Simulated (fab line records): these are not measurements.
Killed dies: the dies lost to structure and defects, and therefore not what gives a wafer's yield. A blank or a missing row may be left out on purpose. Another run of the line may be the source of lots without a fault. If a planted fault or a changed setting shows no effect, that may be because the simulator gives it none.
Chamber matching	flow n5 finfet	rie diel-06 running N5_BEOL_M12_TRENCH_ETCH_34: 4 sister chambers
The step etches SiOC in C4F8/O2/Ar, target depth 318.95 nm, time 125.5 s. 4 wafers are shown with their chamber, then 7 later ones without.

## EACH WAFER AND ITS CHAMBER
wafer	chamber	showerhead plenum p Torr (Torr)
L080.6	3	3.51
L086.6	0	3.52
L092.1	2	3.34
L092.2	1	3.36

## WAFERS WITH NO CHAMBER GIVEN
wafer	showerhead plenum p Torr (Torr)
L092.3	3.51
L094.2	3.34
L094.4	3.51
L094.6	3.34
L096.2	3.34
L096.4	3.50
L096.6	3.50

## EACH ONE'S CHAMBER
wafer	from the rows above	in truth
L092.3	can't be placed: 3 or 0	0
L094.2	2	2
L094.4	can't be placed: 3 or 0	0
L094.6	2	2
L096.2	2	2
L096.4	can't be placed: 3 or 0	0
L096.6	can't be placed: 3 or 0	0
3 of 7 placed correctly. Can't be placed from these rows: 4 (the true chamber is among the candidates in 4). 0 placed wrongly.
How it was worked out, from the rows above alone: a wafer's distance from a chamber is the root of the sum, over the readings, of the square of ((its reading less the chamber's mean) divided by the reading's scatter). If the next closest chamber is less than 2 further off than the closest, the wafer can't be placed; otherwise it belongs to the closest. Each chamber's mean is taken over the wafers shown for it. The scatter: root of mean squared gap, hidden wafer to nearest shown wafer, with one shown wafer a chamber.
